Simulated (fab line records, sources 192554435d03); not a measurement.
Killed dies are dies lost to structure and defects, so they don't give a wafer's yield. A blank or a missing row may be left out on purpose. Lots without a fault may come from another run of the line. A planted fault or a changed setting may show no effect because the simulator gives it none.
A struck lot beside a sound one | flow n5_finfet | 13 steps out of a route of 1938
Sound: wafers L189.3, L189.5, L189.6. Struck: wafers L179.2, L179.4, L179.5. The cause comes at the end.
At each step with rows: each side's tool, then ch and its chambers, then its first start. Under that, the readings that differ: sound wafers | struck wafers | difference of the means | sigmas: that difference in standard deviations of wafers without a fault.
alike: readings whose means differ by less than 2 such deviations, and words and numbers that are the same on both sides. not compared: withheld readings, readings that some wafer has no value for, bounds like >300 that may hide the same value, and numbers for which the record gives no deviation and whose values overlap.
The two part at a step that has a row with sigmas, a row that says differs or no value, or rows on one side only. Numbers that don't overlap but have no deviation are shown without sigmas and don't part them. A reading that every wafer of one side lacks parts them only if that side has two wafers or more.

first, 9 steps without rows for these wafers: N5_BEOL_M4_EBR_24; N5_BEOL_M4_SOFTBAKE_23 (time 60 s); N5_BEOL_M4_EXPOSE_25 (exposes mask V3, defocus 5 nm); N5_BEOL_M4_PEB_26 (peb time 60 s); N5_BEOL_M4_DEVELOP_27 (develop time 30 s); N5_BEOL_M4_DESCUM_33 (chemistry O2, time 7 s); N5_BEOL_M4_ETCH_77 (etches underlayer in N2/H2, target depth 6.5 nm, time 5.2 s); N5_BEOL_M4_ETCH_69 (etches SiARC in CF4, target depth 15.6 nm, time 26 s); N5_BEOL_M4_ALD_98 (deposits SiO2, target thk 2.5 nm, pulse time 1 s, co reactant pulse time 1 s).
N5_BEOL_M4_ETCHBACK_99: etches SiO2 in CHF3, target depth 5 nm, time 10.4 s.
  sound on rie_diel-03 ch 0,1,2, day 14 04:33; struck on rie_diel-02 ch 0,1,3, day 10 23:44
  no value came back on the struck wafers for any of 7 readings (CHF3_flow_sccm (sccm), bias_w (W) and others); on the sound wafers CHF3_flow_sccm (sccm) reads 12.04 11.99 12.04
  reading                                      | sound          | struck         | difference | sigmas
  model.CAR-EUV_of_BEOL_M4_COAT_22.thk_nm (nm) | 10.2 10.4 10.4 | 11.4 11.2 11.2 | +0.9       |
  not compared: rf_hours_counter_h
then, 1 step without rows for these wafers: N5_BEOL_M4_ETCH_70 (etches SOC in N2/H2, target depth 80 nm, overetch 24 nm, time 130 s).
N5_BEOL_M4_RC_MEAS_101:
  the record has rows for the sound wafers here (prober-02 ch 0, day 14 09:19) and none for the struck ones
-- the record jumps here: 5 days lie between the struck wafers' starts before and after (it left off in module BEOL_M4 and takes up again in module PASSIVATION, whose first step shown is number 1936 of the route) --
N5_PASSIVATION_PROBE_49:
  the record has rows for the struck wafers here (prober-01, day 15 14:56) and none for the sound ones

WHERE THEY PART
First at N5_BEOL_M4_ETCHBACK_99; last, within this record, at N5_PASSIVATION_PROBE_49.

WHY: what the simulator had put in
Skipped step whole: rie_diel-02, from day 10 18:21 on, at N5_BEOL_M4_ETCHBACK_99. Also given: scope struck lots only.
